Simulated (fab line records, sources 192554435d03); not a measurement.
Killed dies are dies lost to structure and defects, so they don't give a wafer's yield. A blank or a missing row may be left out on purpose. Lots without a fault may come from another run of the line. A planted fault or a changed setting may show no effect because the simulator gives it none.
Chamber matching | flow n5_finfet | N5_BEOL_M6_CURE_74 on uv_cure-02: 3 sister chambers
The step cures SiCOH lowk, time 240 s. 3 wafers are shown with their chamber, then 7 later ones without.

WAFERS WITH THEIR CHAMBER
wafer  | chamber | wafer_temp_C_max
L075.6 | 2       | 386.4
L089.6 | 0       | 387.1
L090.4 | 1       | 386.3

WAFERS WITHOUT THEIR CHAMBER
wafer  | wafer_temp_C_max
L090.6 | 386.1
L096.1 | 387.8
L096.2 | 387.3
L096.3 | 386.3
L097.2 | 386.5
L097.4 | 385.8
L097.6 | 386.5

WHICH CHAMBER EACH WENT THROUGH
wafer  | from the rows above          | in truth
L090.6 | can't be placed: 1 or 2      | 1
L096.1 | 0                            | 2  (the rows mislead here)
L096.2 | 0                            | 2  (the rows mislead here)
L096.3 | can't be placed: 1 or 2      | 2
L097.2 | can't be placed: 2 or 1 or 0 | 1
L097.4 | can't be placed: 1 or 2      | 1
L097.6 | can't be placed: 2 or 1 or 0 | 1
Placed correctly: 0 of 7. Can't be placed from these rows: 5 (the true chamber is among the candidates in 5). Placed wrongly: 2.
How it was worked out, from the rows above alone: a wafer's distance from a chamber is the root of the sum, over the readings, of the square of ((its reading less the chamber's mean) divided by the reading's scatter). The wafer belongs to the nearest chamber; if the next one is less than 2 further off, it can't be placed. A chamber's mean is the mean of its shown wafers. The scatter: with one shown wafer a chamber, the root of the mean of the squares of how far each hidden wafer lies from its nearest shown one.
